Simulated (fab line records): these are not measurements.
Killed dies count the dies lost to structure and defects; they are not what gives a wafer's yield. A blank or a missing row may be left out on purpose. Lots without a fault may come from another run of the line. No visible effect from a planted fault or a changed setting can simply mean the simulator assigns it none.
Which tool is to blame? + flow nandHarc + 6 lots with 18 wafers sampled at 5 steps, on a route of 1302 steps

## WHAT EACH GAUGE READ, for each wafer
NHARC_END_SORT_01.
| lot  | measured     | on        | killedAtArray |
|------|--------------|-----------|---------------|
| L396 | day 30 19:33 | prober-02 | 676 674 673   |

## TOOL THAT RAN EACH LOT (tool first, then ch and the chambers of the sampled wafers, then the start)
| lot  | NHARC_A_STAIRCASE_HM_DEP_459 | NHARC_A_STAIRCASE_DEP_280       | NHARC_A_STAIRCASE_ETCH_294                   | NHARC_A_STAIRCASE_STRIP_295                |
|------|------------------------------|---------------------------------|----------------------------------------------|--------------------------------------------|
| L386 | aclDep-01 ch 0, day 17 11:50 | pecvd-02 ch 0,1,2, day 17 13:43 | rieDiel-08 ch 1,2,3, no start                | rieDiel-08 ch 0,1,3, no start              |
| L396 | aclDep-03 ch 0, day 22 14:32 | pecvd-03 ch 1,2, day 22 16:04   | rieDiel-08 ch 0,1,2, day 30 19:33 or earlier | rieDiel-08 ch 2,3, day 30 19:33 or earlier |
| L398 | aclDep-02 ch 0, day 23 02:46 | pecvd-01 ch 0,1,2, day 23 04:39 | rieDiel-13 ch 1,2,3, no start                | rieDiel-13 ch 0,1,2, no start              |
| L400 | aclDep-02 ch 0, day 23 14:42 | pecvd-03 ch 0,1,2, day 23 16:34 | rieDiel-13 ch 0,2,3, no start                | rieDiel-13 ch 0,1,3, no start              |
| L402 | aclDep-01 ch 0, day 24 23:16 | pecvd-03 ch 0,1,2, day 25 00:51 | rieDiel-05 ch 1,2, no start                  | rieDiel-05 ch 1,2, no start                |
| L406 | aclDep-03 ch 0, day 26 11:26 | pecvd-01 ch 0,1, day 26 12:45   | rieDiel-13 ch 1,2,3, no start                | rieDiel-13 ch 0,1, no start                |
- NHARC_A_STAIRCASE_HM_DEP_459: deposits aC, target thk 1500 nm.
- NHARC_A_STAIRCASE_DEP_280: deposits SiON, target thk 30 nm.
- NHARC_A_STAIRCASE_ETCH_294: etches the open film in C4F8/O2/Ar, target depth 4989 nm, time 1211.6 s.
- NHARC_A_STAIRCASE_STRIP_295: strips in O2.

## THE ANSWER, worked out from the rows above alone
Rule: usual is defined by the lots themselves. The widest of any qualifying gaps counts: lots, ordered by their means at a reading, are off when they make up no more than a third of the lots, leave a main group of 4 or more, and stand apart from it by 3 or more times the standard deviation of that group's means. The tables above print the reading to a certain number of digits; a main group whose means all agree to those digits is not used. A lot without any number at a reading at which 4 lots or more have one is off too. The other lots that the step has rows for count as sound.
Across all readings shown, no lot is off: no conclusion can be drawn from this.

## WHAT THE SIMULATOR HAD INSERTED
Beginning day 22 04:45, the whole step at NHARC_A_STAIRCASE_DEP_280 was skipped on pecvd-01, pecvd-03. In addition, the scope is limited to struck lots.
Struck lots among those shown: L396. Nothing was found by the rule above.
